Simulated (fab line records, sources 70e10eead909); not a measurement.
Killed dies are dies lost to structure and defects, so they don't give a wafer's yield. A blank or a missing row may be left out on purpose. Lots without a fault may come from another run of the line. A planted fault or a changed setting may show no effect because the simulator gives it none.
Chamber matching | flow nand_harc | NHARC_A_WL_FILL_ALD_19 on ald_metal-03: 4 sister chambers
The step deposits TiN, target thk 2 nm, pulse time 3 s, ald cycles 100. 7 wafers are shown with their chamber, then 8 later ones without.

WAFERS WITH THEIR CHAMBER
wafer  | chamber | heater_power_w (W) | precursor_pulse_height_rel
L074.6 | 3       | 976                | 1.019
L077.5 | 1       | 1030               | 0.965
L080.2 | 0       | 999                | 0.980
L084.3 | 2       | 974                | 0.979
L084.5 | 1       | 1038               | 1.029
L084.6 | 0       | 1034               | 0.999
L089.1 | 2       | 955                | 0.999

WAFERS WITHOUT THEIR CHAMBER
wafer  | heater_power_w (W) | precursor_pulse_height_rel
L089.2 | 994                | 1.029
L089.5 | 965                | 1.004
L091.1 | 1059               | 1.009
L091.3 | 963                | 1.004
L091.4 | 997                | 0.978
L094.3 | 974                | 1.023
L094.4 | 966                | 1.007
L094.6 | 1012               | 1.014

WHICH CHAMBER EACH WENT THROUGH
wafer  | from the rows above               | in truth
L089.2 | can't be placed: 3 or 0 or 2 or 1 | 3
L089.5 | can't be placed: 2 or 3           | 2
L091.1 | can't be placed: 1 or 0           | 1
L091.3 | can't be placed: 2 or 3           | 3
L091.4 | can't be placed: 0 or 3 or 2 or 1 | 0
L094.3 | can't be placed: 3 or 2           | 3
L094.4 | can't be placed: 2 or 3           | 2
L094.6 | can't be placed: 0 or 1 or 3      | 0
Placed correctly: 0 of 8. Can't be placed from these rows: 8 (the true chamber is among the candidates in 8). Placed wrongly: 0.
How it was worked out, from the rows above alone: a wafer's distance from a chamber is the root of the sum, over the readings, of the square of ((its reading less the chamber's mean) divided by the reading's scatter). The wafer belongs to the nearest chamber; if the next one is less than 2 further off, it can't be placed. A chamber's mean is the mean of its shown wafers. The scatter: the root of (the sum of the squares of (reading less its chamber's mean) over the shown wafers, divided by (wafers less chambers)).
